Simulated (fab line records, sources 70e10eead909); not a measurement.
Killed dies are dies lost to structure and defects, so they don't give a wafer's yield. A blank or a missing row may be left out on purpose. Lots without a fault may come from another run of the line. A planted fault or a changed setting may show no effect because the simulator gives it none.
fab line records | flow nand_harc
record lots=5 wafers=15 last_day=32
route steps=1302 shown A_CHANNEL_HOLE_D1@461
lots that met no fault: from a run of the same line without faults
start_h: hours from the record's first day to the start of the lot's first wafer shown | wait_h: hours since the lot's step before | " the same as in the row above | L1.1+2: a row that stands for several wafers | - no value, or no start given | * or withheld: withheld | < > ~ a bound
route shown NAME@n: a module of which the file shows steps, and the number in the route of the first | usual: mean/standard deviation of fault-free wafers | same: alike in all rows | chamber/n: place in a boat | sites: the reading at each site | _std_site: their standard deviation | _edge_site: outer sites' mean less inner sites' | radius_mm: how far each site lies from the wafer's centre | mask NAME#n: copy n | behind: the tool/chamber that last shaped the wafer | hold: why the lot was held/for how many hours/how that ended | device: the transistor (n, p or np) that didn't switch | end of line: the same wafers' tests at the end of the route | a step without rows: its recipe alone | killed: dies lost to structure and defects at the first sort, not the wafer's yield | map: a wafer's dies, x killed, . not, _ none there
set.NAME: the setting as run; set.NAME@STEP: as run at that earlier step | model.NAME: the simulator's own value behind a step, which no gauge read
lots at some steps of the route; a table a step, a row a wafer
services: from which hour (start_h, from the record's first day; less than 0 if before it) a tool's chamber was out of use, for how many hours, and why
## steps
# step NHARC_A_CHANNEL_HOLE_D1_DEVELOP_09
# recipe develop_time_s=35 dev_temp_c=23
# columns lot.wafer tool chamber start_h wait_h
L080.2+3+5 litho_track-04 0 - -
L082.3+5+6 litho_track-06 0 - -
L086.4+5+6 litho_track-04 0 - -
L090.2+4+6 litho_track-06 0 - -
L092.3+5+6 litho_track-04 0 - -
# step NHARC_A_CHANNEL_HOLE_D1_CD_MEAS_10
# recipe target_cd_nm=100 landing_energy_ev=500
# usual cd_nm=100.0/0.43
# columns lot.wafer tool chamber start_h wait_h cd_nm
L080.2 cd_sem-02 0 239.66 - 99.8
L080.3 " 0 " " 99.7
L080.5 " 0 " " 100.2
L082.3 cd_sem-03 0 265.31 - 99.7
L082.5 " 0 " " 99.3
L082.6 " 0 " " 99.3
L086.4 cd_sem-01 0 295.77 - 99.8
L086.5 " 0 " " 99.9
L086.6 " 0 " " 99.8
L090.2 cd_sem-03 0 346.38 - 99.9
L090.4 " 0 " " 100.1
L090.6 " 0 " " 99.8
L092.3 cd_sem-02 0 367.21 - 99.6
L092.5 " 0 " " 99.2
L092.6 " 0 " " 99.9
# step NHARC_A_CHANNEL_HOLE_D1_OVL_MEAS_11
# usual overlay_x_nm=0.1/0.83 overlay_y_nm=0.0/0.78
# columns lot.wafer tool chamber start_h wait_h overlay_x_nm overlay_y_nm
L080.2 overlay-01 - 239.75 - -1.1 -0.4
L080.3 " - " " 0.0 -0.7
L080.5 " - " " -0.3 -0.7
L082.3 overlay-01 - 265.39 - 0.3 0.6
L082.5 " - " " 0.5 0.0
L082.6 " - " " 0.4 1.1
L086.4 overlay-01 - 295.86 - -0.1 0.7
L086.5 " - " " 0.6 0.7
L086.6 " - " " 0.7 0.7
L090.2 overlay-01 - 346.47 - -0.8 -0.3
L090.4 " - " " -0.9 -0.8
L090.6 " - " " -0.2 -0.8
L092.3 overlay-02 - 367.29 - -0.7 -1.1
L092.5 " - " " -0.7 -0.6
L092.6 " - " " -0.6 -0.4
# step NHARC_A_CHANNEL_HOLE_D1_INSPECT_12
# usual raw_defect_count=5.2/2.6
# columns lot.wafer tool chamber start_h wait_h raw_defect_count
L080.2 defect_inspect-02 - 239.78 0.0 8
L080.3 " - " " 4
L080.5 " - " " 4
L082.3 defect_inspect-01 - 265.43 0.0 8
L082.5 " - " " 3
L082.6 " - " " 8
L086.4 defect_inspect-02 - 295.89 0.0 7
L086.5 " - " " 4
L086.6 " - " " 4
L090.2 defect_inspect-01 - 346.50 0.0 5
L090.4 " - " " 3
L090.6 " - " " 4
L092.3 defect_inspect-01 - 367.33 0.0 1
L092.5 " - " " 12
L092.6 " - " " 4
# step NHARC_A_CHANNEL_HOLE_D1_DESCUM_15
# recipe time_s=3 o2_flow_sccm=200 ar_flow_sccm=0 bias_power_w=0 chemistry=O2
# usual drypump_motor_current_A=5.7/0.5 oes_product_au=0.997/0.0064 rf_vpp_V=57.8/0.92 showerhead_plenum_p_Torr=1.90/0.062 throttle_valve_pct=11.312/0.0093
# same time_s=3
# columns lot.wafer tool chamber start_h wait_h drypump_motor_current_A oes_product_au rf_hours_counter_h rf_vpp_V showerhead_plenum_p_Torr throttle_valve_pct
L080.3 rie_diel-12 1 239.84 0.1 5.2 1.008 11 56.6 1.89 11.316
L080.2 " 3 " " 6.1 1.000 10 57.2 1.86 11.310
L080.5 " 2 " " 5.7 0.996 - 58.0 1.87 11.314
L082.3 rie_diel-12 3 265.49 0.1 6.1 0.997 11 58.0 1.86 11.335
L082.6 " 3 " " 6.1 0.991 - 58.7 1.86 11.312
L082.5 " 0 " " 6.5 0.991 - 57.4 1.99 11.297
L086.4 rie_diel-12 3 295.96 0.1 6.1 0.999 2 57.3 1.85 11.298
L086.6 " 2 " " 5.7 1.003 - 59.6 1.87 11.299
L086.5 " 3 " " 6.1 1.003 - 57.7 1.85 11.318
L090.2 rie_diel-12 3 346.57 0.1 6.1 1.010 6 58.4 1.85 11.310
L090.4 " 1 " " 5.1 0.997 6 56.8 1.89 11.328
L090.6 " 2 " " 5.7 1.004 - 55.8 1.87 11.305
L092.3 rie_diel-12 3 367.41 0.1 6.1 0.997 8 59.5 1.85 11.303
L092.6 " 1 " " 5.2 0.984 - 57.4 1.89 11.310
L092.5 " 2 " " 5.7 0.999 - 58.1 1.87 11.297
# step NHARC_A_CHANNEL_HOLE_D1_ETCH_38
# recipe target_depth_a=390 over_etch_frac=0.3 time_s=65 ion_energy_ev=80 cf4_flow_sccm=150 ar_flow_sccm=0 rf_w=300 bias_w=100 chemistry=CF4
# usual drypump_motor_current_A=5.7/0.49 oes_product_au=0.997/0.0079 rf_vpp_V=151.2/1.1 showerhead_plenum_p_Torr=1.76/0.053 throttle_valve_pct=13.284/0.0086
# same time_s=65
# columns lot.wafer tool chamber start_h wait_h drypump_motor_current_A oes_product_au rf_hours_counter_h rf_vpp_V showerhead_plenum_p_Torr throttle_valve_pct
L080.2 rie_diel-12 0 239.94 0.1 6.5 0.999 9 152.2 1.83 13.278
L080.3 " 1 " " 5.2 0.990 11 151.5 1.75 13.283
L080.5 " 2 " " 5.7 0.991 - 151.6 1.73 13.283
L082.3 rie_diel-12 2 265.57 0.1 5.7 1.001 13 152.1 1.73 13.281
L082.6 " 2 " " 5.7 0.989 - 151.0 1.73 13.289
L082.5 " 3 " " 6.0 0.995 - 150.6 1.72 13.292
L086.4 rie_diel-12 3 296.06 0.1 6.0 0.986 2 150.3 1.72 13.283
L086.5 " 0 " " 6.5 0.991 - 151.8 1.83 13.279
L086.6 " 1 " " 5.2 0.981 - 151.4 1.75 13.294
L090.4 rie_diel-12 3 346.65 0.1 6.1 1.006 6 149.4 1.72 13.299
L090.2 " 2 " " 5.7 0.997 6 151.7 1.73 13.295
L090.6 " 0 " " 6.5 1.006 - 151.8 1.83 13.293
L092.3 rie_diel-12 1 367.49 0.1 5.1 0.999 8 149.8 1.75 13.277
L092.6 " 3 " " 6.0 0.993 - 151.9 1.72 13.283
L092.5 " 0 " " 6.5 0.995 - 152.2 1.83 13.281
# step NHARC_A_CHANNEL_HOLE_D1_ETCH_39
# recipe target_depth_a=2600 over_etch_frac=0.3 time_s=325 ion_energy_ev=200 n2_flow_sccm=150 h2_flow_sccm=150 ar_flow_sccm=0 rf_w=400 bias_w=150 chemistry=N2/H2
# usual drypump_motor_current_A=5.8/0.49 oes_product_au=0.995/0.0073 rf_vpp_V=430.3/2 showerhead_plenum_p_Torr=2.03/0.068 throttle_valve_pct=14.169/0.0084
# same time_s=325
# columns lot.wafer tool chamber start_h wait_h drypump_motor_current_A oes_product_au rf_hours_counter_h rf_vpp_V showerhead_plenum_p_Torr throttle_valve_pct
L080.3 rie_diel-12 2 - - 5.7 1.002 11 428.4 1.99 14.173
L080.2 " 0 " " 6.5 0.991 9 433.2 2.12 14.175
L080.5 " 1 " " 5.2 0.990 - 429.2 2.02 14.167
L082.3 rie_diel-12 1 - - 5.1 1.010 13 429.2 2.02 14.172
L082.5 " 2 " " 5.7 0.995 - 429.5 1.99 14.167
L082.6 " 3 " " 6.1 0.995 - 429.1 1.98 14.168
L086.4 rie_diel-12 1 - - 5.1 0.981 2 429.9 2.02 14.168
L086.6 " 2 " " 5.7 0.990 - 429.8 1.99 14.178
L086.5 " 3 " " 6.0 1.000 - 430.0 1.98 14.147
L090.2 rie_diel-12 3 - - 6.1 1.003 6 429.7 1.97 14.154
L090.4 " 0 " " 6.5 0.999 6 432.3 2.12 14.160
L090.6 " 0 " " 6.5 0.989 - 434.0 2.12 14.161
L092.3 rie_diel-12 3 - - 6.1 0.995 8 429.3 1.97 14.180
L092.5 " 1 " " 5.1 1.004 - 429.7 2.01 14.161
L092.6 " 2 " " 5.7 1.007 - 428.3 1.99 14.184
# step NHARC_A_CHANNEL_HOLE_D1_ETCH_34
# recipe target_depth_a=1540 time_s=77 cf4_flow_sccm=100 chf3_flow_sccm=30 ar_flow_sccm=0 rf_w=500 bias_w=200 chemistry=CF4/CHF3
# usual drypump_motor_current_A=5.8/0.5 oes_product_au=0.943/0.025 rf_vpp_V=370.5/1.7 showerhead_plenum_p_Torr=1.57/0.048 throttle_valve_pct=16.802/0.0081
# same time_s=77
# columns lot.wafer tool chamber start_h wait_h drypump_motor_current_A oes_product_au rf_hours_counter_h rf_vpp_V showerhead_plenum_p_Torr throttle_valve_pct
L080.3 rie_diel-12 2 - - 5.7 0.957 11 369.5 1.54 16.809
L080.2 " 3 " " 6.1 0.967 10 369.3 1.53 16.805
L080.5 " 1 " " 5.1 0.955 - 370.7 1.56 16.791
L082.3 rie_diel-12 0 - - 6.4 0.919 12 373.1 1.63 16.794
L082.6 " 2 " " 5.7 0.919 - 370.6 1.54 16.809
L082.5 " 3 " " 6.0 0.912 - 368.7 1.53 16.797
L086.4 rie_diel-12 3 - - 6.1 0.958 3 369.4 1.53 16.821
L086.6 " 3 " " 6.1 0.970 - 368.8 1.53 16.796
L086.5 " 0 " " 6.5 0.982 - 372.0 1.63 16.792
L090.2 rie_diel-12 2 - - 5.7 0.922 6 369.7 1.54 16.796
L090.4 " 3 " " 6.1 0.921 7 368.1 1.53 16.809
L090.6 " 0 " " 6.4 0.910 - 373.4 1.63 16.792
L092.3 rie_diel-12 3 - - 6.0 0.930 8 369.4 1.53 16.814
L092.6 " 0 " " 6.5 0.927 - 372.7 1.63 16.803
L092.5 " 1 " " 5.1 0.917 - 373.0 1.55 16.797
# step NHARC_A_CHANNEL_HOLE_D1_ETCH_16
# recipe target_depth_a=31000 over_etch_frac=0.3 time_s=806 ion_energy_ev=150 o2_flow_sccm=400 cos_flow_sccm=20 ar_flow_sccm=0 rf_w=500 bias_w=300 chemistry=O2/COS
# usual drypump_motor_current_A=5.8/0.5 oes_product_au=0.996/0.0076 rf_vpp_V=314.0/1.7 showerhead_plenum_p_Torr=3.12/0.098 throttle_valve_pct=28.330/0.009
# same time_s=806
# columns lot.wafer tool chamber start_h wait_h drypump_motor_current_A oes_product_au rf_hours_counter_h rf_vpp_V showerhead_plenum_p_Torr throttle_valve_pct
L080.2 rie_diel-12 2 - - 5.7 0.997 11 312.4 3.05 28.326
L080.3 " 1 " " 5.1 0.993 11 314.2 3.09 28.327
L080.5 " 0 " " 6.5 0.985 - 315.2 3.24 28.329
L082.3 rie_diel-12 2 - - 5.7 0.991 14 311.9 3.05 28.329
L082.5 " 3 " " 6.1 0.999 - 313.2 3.03 28.341
L082.6 " 0 " " 6.5 0.985 - 315.5 3.24 28.332
L086.4 rie_diel-12 1 - - 5.1 0.989 2 313.2 3.09 28.336
L086.5 " 2 " " 5.7 0.992 - 313.5 3.05 28.325
L086.6 " 3 " " 6.1 0.989 - 313.7 3.03 28.334
L090.4 rie_diel-12 1 - - 5.1 0.994 6 312.9 3.09 28.356
L090.2 " 2 " " 5.7 1.002 6 312.9 3.05 28.331
L090.6 " 0 " " 6.5 0.995 - 317.4 3.23 28.324
L092.3 rie_diel-12 1 - - 5.1 0.982 8 312.9 3.09 28.317
L092.5 " 1 " " 5.1 0.983 - 314.7 3.09 28.333
L092.6 " 2 " " 5.7 0.998 - 312.5 3.05 28.316
# step NHARC_A_CHANNEL_HOLE_D1_CD_MEAS_18
# usual cd_nm=98.8/1.6
# columns lot.wafer tool chamber start_h wait_h cd_nm
L080.2 cd_sem-02 - 241.07 - 95.8
L080.3 " - " " 98.4
L080.5 " - " " 101.0
L082.3 cd_sem-03 - 266.60 - 98.8
L082.5 " - " " 98.0
L082.6 " - " " 98.1
L086.4 cd_sem-02 - 297.07 - 97.8
L086.5 " - " " 99.0
L086.6 " - " " 99.0
L090.2 cd_sem-03 - 347.83 - 97.7
L090.4 " - " " 96.7
L090.6 " - " " 97.1
L092.3 cd_sem-02 - 368.49 - 97.8
L092.5 " - " " 98.7
L092.6 " - " " 99.4
# step NHARC_A_CHANNEL_HOLE_D1_ETCH_19
# recipe bias_v=1200 source_w=2500 pressure_mtorr=15 time_s=34.5 ar_flow_sccm=375 c4f8_flow_sccm=28.8 o2_flow_sccm=96.2 temp_c=-20 target_depth_a=* chemistry=C4F8/O2/Ar
# usual bias_v=1199/12 drypump_motor_current_A=5.8/0.69 he_backside_leak_sccm=6.7/0.72 oes_air_line_au=1.000/0.02 showerhead_plenum_p_Torr=3.74/0.15 temp_c=-19.99/0.11 throttle_valve_pct=37.038/0.0084
# same time_s=34.5
# columns lot.wafer tool chamber start_h wait_h bias_v drypump_motor_current_A he_backside_leak_sccm oes_air_line_au rf_hours_counter_h showerhead_plenum_p_Torr temp_c throttle_valve_pct
L080.2 har_etch-01 0 241.16 0.1 1210 4.9 6.5 0.981 118 3.76 -19.89 37.036
L080.3 " 1 " " 1215 5.3 6.4 1.004 - 3.92 -20.13 37.030
L080.5 " 1 " " 1198 5.4 6.5 0.974 - 3.92 -20.03 37.044
L082.3 har_etch-01 1 266.72 0.1 1200 5.4 6.4 1.000 - 3.91 -19.97 37.026
L082.6 " 0 " " 1187 5.0 6.5 0.988 - 3.75 -19.97 37.028
L082.5 " 1 " " 1195 5.4 6.1 1.013 - 3.91 -19.95 37.032
L086.4 har_etch-01 0 297.17 0.1 1196 5.0 6.6 0.986 - 3.74 -19.82 37.037
L086.6 " 0 " " 1193 5.0 6.1 0.986 - 3.74 -19.91 37.033
L086.5 " 1 " " 1211 5.4 6.6 1.002 - 3.90 -19.79 37.033
L090.2 har_etch-02 0 347.90 0.1 1201 6.7 7.9 0.991 386 3.46 -19.98 37.059
L090.4 " 0 " " 1207 6.7 7.6 0.975 - 3.46 -20.12 37.040
L090.6 " 0 " " 1204 6.7 7.6 1.012 - 3.46 -20.04 37.039
L092.3 har_etch-01 0 369.76 1.3 1205 4.9 6.9 1.001 - 3.72 -19.97 37.040
L092.5 " 1 " " 1181 5.3 6.7 0.982 - 3.87 -19.80 37.041
L092.6 " 0 " " 1198 5.0 7.2 0.985 - 3.72 -19.96 37.048
# step NHARC_A_CHANNEL_HOLE_D1_ETCH_20
# recipe bias_v=3000 source_w=withheld pressure_mtorr=20 time_s=361.9 ar_flow_sccm=375 c4f8_flow_sccm=89.3 o2_flow_sccm=35.7 temp_c=-20 target_depth_a=16000 chemistry=C4F8/O2/Ar
# usual drypump_motor_current_A=5.8/0.69 he_backside_leak_sccm=6.7/0.68 oes_air_line_au=0.997/0.018 showerhead_plenum_p_Torr=3.70/0.14 temp_c=-20.00/0.1 throttle_valve_pct=32.155/0.0095
# same time_s=361.9
# columns lot.wafer tool chamber start_h wait_h drypump_motor_current_A he_backside_leak_sccm oes_air_line_au rf_hours_counter_h showerhead_plenum_p_Torr temp_c throttle_valve_pct
L080.2 har_etch-01 0 241.30 0.1 5.0 6.6 1.018 118 3.71 -20.17 32.157
L080.3 " 1 " " 5.4 6.4 1.017 - 3.87 -19.93 32.161
L080.5 " 1 " " 5.4 6.4 0.978 - 3.87 -20.03 32.160
L082.3 har_etch-01 1 266.93 0.2 5.4 6.4 1.003 - 3.86 -19.97 32.158
L082.6 " 0 " " 4.9 6.3 1.018 - 3.71 -20.00 32.149
L082.5 " 1 " " 5.4 6.5 0.994 - 3.86 -19.95 32.156
L086.4 har_etch-01 0 297.36 0.2 4.9 6.4 1.009 - 3.70 -20.07 32.168
L086.6 " 0 " " 4.9 6.2 0.984 - 3.70 -20.08 32.155
L086.5 " 1 " " 5.4 6.6 1.005 - 3.85 -20.06 32.162
L090.2 har_etch-02 0 348.01 0.1 6.7 7.5 0.997 386 3.43 -20.11 32.168
L090.4 " 0 " " 6.7 7.7 0.996 - 3.43 -20.18 32.171
L090.6 " 0 " " 6.7 7.5 1.013 - 3.43 -20.04 32.164
L092.3 har_etch-01 0 369.98 0.2 4.9 6.7 0.976 - 3.67 -20.10 32.160
L092.5 " 1 " " 5.4 6.7 0.999 - 3.82 -19.95 32.161
L092.6 " 0 " " 4.9 6.8 0.991 - 3.67 -20.09 32.153
# step NHARC_A_CHANNEL_HOLE_D1_ETCH_21
# recipe bias_v=3000 source_w=withheld pressure_mtorr=20 time_s=514.3 ar_flow_sccm=375 c4f8_flow_sccm=89.3 o2_flow_sccm=35.7 temp_c=-20 target_depth_a=16000 chemistry=C4F8/O2/Ar
# usual drypump_motor_current_A=5.8/0.68 he_backside_leak_sccm=6.8/0.9 oes_air_line_au=1.000/0.022 showerhead_plenum_p_Torr=3.70/0.14 temp_c=-19.98/0.12 throttle_valve_pct=32.155/0.0087
# same time_s=514.3
# columns lot.wafer tool chamber start_h wait_h drypump_motor_current_A he_backside_leak_sccm oes_air_line_au rf_hours_counter_h showerhead_plenum_p_Torr temp_c throttle_valve_pct
L080.2 har_etch-01 0 241.64 0.3 4.9 6.1 0.991 119 3.71 -19.89 32.172
L080.3 " 1 " " 5.4 6.2 1.031 - 3.87 -19.99 32.165
L080.5 " 1 " " 5.4 6.6 0.993 - 3.87 -20.00 32.158
L082.3 har_etch-01 1 267.31 0.3 5.4 6.1 1.023 - 3.86 -20.00 32.160
L082.6 " 0 " " 5.0 7.0 1.000 - 3.71 -19.98 32.166
L082.5 " 1 " " 5.4 6.2 1.016 - 3.86 -20.23 32.166
L086.4 har_etch-01 0 297.72 0.3 4.9 6.2 1.031 - 3.70 -19.90 32.149
L086.6 " 0 " " 4.9 6.2 1.027 - 3.70 -20.12 32.164
L086.5 " 1 " " 5.4 6.5 1.032 - 3.85 -20.02 32.163
L090.2 har_etch-02 0 348.33 0.3 6.7 7.8 0.962 387 3.43 -20.03 32.135
L090.4 " 0 " " 6.7 7.7 0.979 - 3.43 -19.90 32.154
L090.6 " 0 " " 6.7 7.5 0.971 - 3.43 -19.77 32.154
L092.3 har_etch-01 0 370.36 0.3 4.9 7.0 0.997 - 3.67 -20.11 32.160
L092.5 " 1 " " 5.3 6.6 1.002 - 3.83 -19.98 32.161
L092.6 " 0 " " 4.9 7.4 1.003 - 3.67 -20.15 32.149
# step NHARC_A_CHANNEL_HOLE_D1_ETCH_22
# recipe bias_v=3000 source_w=withheld pressure_mtorr=20 time_s=666.7 ar_flow_sccm=375 c4f8_flow_sccm=89.3 o2_flow_sccm=35.7 temp_c=-20 target_depth_a=16000 chemistry=C4F8/O2/Ar
# usual drypump_motor_current_A=5.8/0.68 he_backside_leak_sccm=6.7/0.72 oes_air_line_au=0.998/0.021 showerhead_plenum_p_Torr=3.70/0.14 temp_c=-19.99/0.11 throttle_valve_pct=32.155/0.0087
# same time_s=666.7
# columns lot.wafer tool chamber start_h wait_h drypump_motor_current_A he_backside_leak_sccm oes_air_line_au rf_hours_counter_h showerhead_plenum_p_Torr temp_c throttle_valve_pct
L080.2 har_etch-01 0 242.10 0.4 4.9 6.4 0.958 119 3.71 -19.90 32.137
L080.3 " 1 " " 5.4 6.6 0.962 - 3.87 -20.07 32.140
L080.5 " 1 " " 5.4 6.6 0.981 - 3.87 -19.94 32.154
L082.3 har_etch-01 1 267.81 0.4 5.4 6.7 0.973 - 3.86 -19.97 32.156
L082.6 " 0 " " 4.9 7.3 1.003 - 3.71 -20.15 32.151
L082.5 " 1 " " 5.3 6.9 0.977 - 3.86 -20.10 32.153
L086.4 har_etch-01 0 298.20 0.4 4.9 7.0 1.006 - 3.70 -19.99 32.149
L086.6 " 0 " " 4.9 7.0 1.045 - 3.70 -20.03 32.151
L086.5 " 1 " " 5.4 6.2 0.983 - 3.85 -19.70 32.147
L090.2 har_etch-02 0 348.77 0.4 6.7 7.9 0.993 387 3.43 -20.07 32.169
L090.4 " 0 " " 6.7 7.6 1.010 - 3.43 -20.14 32.165
L090.6 " 0 " " 6.7 8.1 1.008 - 3.43 -20.10 32.158
L092.3 har_etch-01 0 370.87 0.4 4.9 6.6 0.986 - 3.67 -19.97 32.133
L092.5 " 1 " " 5.4 6.8 1.020 - 3.83 -20.03 32.150
L092.6 " 0 " " 4.9 6.8 0.979 - 3.67 -20.15 32.136
# step NHARC_A_CHANNEL_HOLE_D1_ETCH_23
# recipe bias_v=5000 source_w=withheld pressure_mtorr=20 time_s=819 ar_flow_sccm=375 c4f8_flow_sccm=89.3 o2_flow_sccm=35.7 temp_c=-20 target_depth_a=16000 chemistry=C4F8/O2/Ar
# usual drypump_motor_current_A=5.8/0.68 he_backside_leak_sccm=6.7/0.77 oes_air_line_au=1.002/0.02 showerhead_plenum_p_Torr=3.70/0.14 temp_c=-20.00/0.1 throttle_valve_pct=32.154/0.0089
# same time_s=819
# columns lot.wafer tool chamber start_h wait_h drypump_motor_current_A he_backside_leak_sccm oes_air_line_au rf_hours_counter_h showerhead_plenum_p_Torr temp_c throttle_valve_pct
L080.2 har_etch-01 0 242.68 0.5 4.9 5.9 1.020 120 3.71 -20.02 32.145
L080.3 " 1 " " 5.4 6.5 1.009 - 3.87 -20.15 32.159
L080.5 " 1 " " 5.4 6.4 1.004 - 3.87 -20.18 32.145
L082.3 har_etch-01 1 268.44 0.5 5.4 6.5 0.993 - 3.86 -19.88 32.153
L082.6 " 0 " " 4.9 6.6 0.996 - 3.70 -20.09 32.145
L082.5 " 1 " " 5.4 6.4 0.986 - 3.86 -20.05 32.144
L086.4 har_etch-01 0 298.81 0.5 4.9 6.5 0.979 - 3.70 -19.92 32.134
L086.6 " 0 " " 4.9 6.1 0.999 - 3.70 -19.98 32.156
L086.5 " 1 " " 5.3 6.9 1.001 - 3.85 -20.10 32.156
L090.2 har_etch-02 0 349.33 0.5 6.7 8.1 0.963 388 3.43 -19.82 32.159
L090.4 " 0 " " 6.7 7.3 0.992 - 3.43 -19.92 32.168
L090.6 " 0 " " 6.7 8.0 1.022 - 3.43 -19.96 32.142
L092.3 har_etch-01 0 371.50 0.5 4.9 6.6 1.010 - 3.67 -20.10 32.157
L092.5 " 1 " " 5.4 6.8 1.020 - 3.82 -20.04 32.152
L092.6 " 0 " " 4.9 6.5 0.978 - 3.67 -19.96 32.153
# step NHARC_A_CHANNEL_HOLE_D1_ETCH_24
# recipe bias_v=5000 source_w=withheld pressure_mtorr=20 time_s=906.2 ar_flow_sccm=375 c4f8_flow_sccm=93.8 o2_flow_sccm=31.2 temp_c=-20 target_depth_a=15000 chemistry=C4F8/O2/Ar
# usual drypump_motor_current_A=5.8/0.69 he_backside_leak_sccm=6.8/0.75 oes_air_line_au=0.999/0.02 showerhead_plenum_p_Torr=3.70/0.14 temp_c=-19.99/0.11 throttle_valve_pct=32.235/0.0097
# same time_s=906.2
# columns lot.wafer tool chamber start_h wait_h drypump_motor_current_A he_backside_leak_sccm oes_air_line_au rf_hours_counter_h showerhead_plenum_p_Torr temp_c throttle_valve_pct
L080.2 har_etch-01 0 243.40 0.6 4.9 6.5 1.018 120 3.71 -20.06 32.223
L080.3 " 1 " " 5.3 6.3 1.019 - 3.86 -19.93 32.238
L080.5 " 1 " " 5.3 6.6 1.030 - 3.86 -20.07 32.239
L082.3 har_etch-01 1 269.17 0.6 5.4 6.7 0.965 - 3.85 -20.13 32.247
L082.6 " 0 " " 4.9 6.1 0.995 - 3.70 -20.20 32.263
L082.5 " 1 " " 5.4 6.3 1.019 - 3.85 -20.10 32.242
L086.4 har_etch-01 0 299.52 0.6 4.9 6.3 0.984 - 3.69 -20.25 32.236
L086.6 " 0 " " 4.9 7.0 0.974 - 3.69 -20.04 32.227
L086.5 " 1 " " 5.3 6.8 0.991 - 3.84 -20.01 32.244
L090.2 har_etch-02 0 350.03 0.6 6.7 7.7 0.964 389 3.43 -19.85 32.236
L090.4 " 0 " " 6.7 7.9 0.960 - 3.43 -20.01 32.238
L090.6 " 0 " " 6.7 7.5 0.997 - 3.43 -19.95 32.237
L092.3 har_etch-01 0 372.23 0.6 4.9 6.7 0.971 - 3.67 -19.82 32.237
L092.5 " 1 " " 5.3 7.1 1.005 - 3.82 -20.03 32.248
L092.6 " 0 " " 4.9 6.8 0.988 - 3.67 -19.94 32.254
# step NHARC_A_CHANNEL_HOLE_D1_ETCH_25
# recipe bias_v=5000 source_w=withheld pressure_mtorr=20 time_s=1040.2 ar_flow_sccm=375 c4f8_flow_sccm=93.8 o2_flow_sccm=31.2 temp_c=-20 target_depth_a=15000 chemistry=C4F8/O2/Ar
# usual drypump_motor_current_A=5.8/0.68 he_backside_leak_sccm=6.7/0.81 oes_air_line_au=0.998/0.019 showerhead_plenum_p_Torr=3.70/0.14 temp_c=-20.01/0.1 throttle_valve_pct=32.235/0.0092
# same time_s=1040.2
# columns lot.wafer tool chamber start_h wait_h drypump_motor_current_A he_backside_leak_sccm oes_air_line_au rf_hours_counter_h showerhead_plenum_p_Torr temp_c throttle_valve_pct
L080.2 har_etch-01 0 244.19 0.7 4.9 6.6 1.001 121 3.71 -20.02 32.228
L080.3 " 1 " " 5.4 6.4 0.979 - 3.86 -20.16 32.259
L080.5 " 1 " " 5.3 6.7 1.004 - 3.86 -20.21 32.225
L082.3 har_etch-01 1 270.00 0.7 5.4 6.3 1.001 - 3.85 -20.07 32.229
L082.6 " 0 " " 4.9 6.6 0.957 - 3.70 -20.07 32.234
L082.5 " 1 " " 5.4 6.4 0.989 - 3.85 -20.17 32.225
L086.4 har_etch-01 0 300.33 0.7 5.0 6.8 1.020 - 3.69 -19.92 32.237
L086.6 " 0 " " 5.0 7.1 1.030 - 3.69 -20.08 32.243
L086.5 " 1 " " 5.4 6.4 0.961 - 3.84 -20.13 32.229
L090.2 har_etch-02 0 350.80 0.6 6.7 7.3 1.012 389 3.43 -19.96 32.237
L090.4 " 0 " " 6.7 7.6 1.015 - 3.43 -19.86 32.226
L090.6 " 0 " " 6.7 7.8 0.992 - 3.43 -19.96 32.217
L092.3 har_etch-01 0 373.06 0.7 4.9 6.8 0.996 - 3.67 -19.88 32.217
L092.5 " 1 " " 5.4 6.7 1.058 - 3.82 -20.02 32.235
L092.6 " 0 " " 4.9 6.9 0.952 - 3.67 -19.94 32.237
# step NHARC_A_CHANNEL_HOLE_D1_ETCH_26
# recipe bias_v=300 source_w=2000 pressure_mtorr=30 time_s=224.1 ar_flow_sccm=375 c4f8_flow_sccm=11.4 o2_flow_sccm=113.6 temp_c=-20 target_depth_a=3000 chemistry=C4F8/O2/Ar
# usual bias_v=300.5/2.8 drypump_motor_current_A=5.8/0.68 he_backside_leak_sccm=6.8/0.88 oes_air_line_au=1.002/0.022 showerhead_plenum_p_Torr=3.75/0.15 temp_c=-19.99/0.11 throttle_valve_pct=24.584/0.0094
# same time_s=224.1
# columns lot.wafer tool chamber start_h wait_h bias_v drypump_motor_current_A he_backside_leak_sccm oes_air_line_au rf_hours_counter_h showerhead_plenum_p_Torr temp_c throttle_valve_pct
L080.2 har_etch-01 0 244.95 0.6 294.7 4.9 6.4 1.023 122 3.76 -19.89 24.578
L080.3 " 1 " " 299.6 5.3 6.5 0.981 - 3.92 -20.02 24.591
L080.5 " 1 " " 300.1 5.4 6.7 1.012 - 3.92 -20.16 24.589
L082.3 har_etch-01 1 270.54 0.4 296.2 5.3 6.3 0.956 - 3.91 -19.98 24.576
L082.6 " 0 " " 307.2 4.9 6.9 1.037 - 3.75 -20.05 24.569
L082.5 " 1 " " 294.8 5.4 6.3 0.997 - 3.91 -19.97 24.581
L086.4 har_etch-01 0 300.99 0.5 301.5 4.9 6.6 1.006 - 3.74 -20.02 24.594
L086.6 " 0 " " 304.0 4.9 7.1 1.002 - 3.74 -20.09 24.576
L086.5 " 1 " " 303.2 5.4 6.7 0.986 - 3.90 -20.03 24.570
L090.2 har_etch-02 0 351.69 0.7 301.3 6.7 8.1 1.030 390 3.46 -20.00 24.599
L090.4 " 0 " " 302.2 6.7 7.5 1.061 - 3.46 -19.76 24.603
L090.6 " 0 " " 299.1 6.7 7.6 1.031 - 3.46 -19.92 24.592
L092.3 har_etch-01 0 373.61 0.4 298.3 5.0 7.2 0.993 - 3.72 -19.99 24.596
L092.5 " 1 " " 300.2 5.4 7.0 1.003 - 3.88 -19.88 24.582
L092.6 " 0 " " 302.2 5.0 6.9 0.978 - 3.72 -19.78 24.612
## services
# columns tool chamber start_h hours kind
rie_diel-12 0 221.18 11.2 repair
rie_diel-12 1 222.90 - clean
rie_diel-12 2 222.90 - clean
rie_diel-12 3 222.90 - clean
rie_diel-12 3 240.37 8.1 repair
rie_diel-12 0 247.40 - clean
rie_diel-12 1 247.40 - clean
rie_diel-12 2 247.40 - clean
rie_diel-12 - 268.40 9.0 pm
rie_diel-12 0 268.40 9.0 vent_cycle
rie_diel-12 1 268.40 9.0 vent_cycle
rie_diel-12 2 268.40 9.0 vent_cycle
rie_diel-12 3 268.40 9.0 vent_cycle
har_etch-01 - 273.77 1.6 repair
rie_diel-12 0 277.40 - clean
rie_diel-12 1 277.40 - clean
rie_diel-12 2 277.40 - clean
rie_diel-12 3 277.40 - clean
rie_diel-12 0 301.90 - clean
rie_diel-12 1 301.90 - clean
rie_diel-12 2 301.90 - clean
rie_diel-12 3 337.64 1.8 repair
har_etch-01 - 337.73 0.1 repair
litho_track-06 - 354.00 7.0 pm
## key
fault none
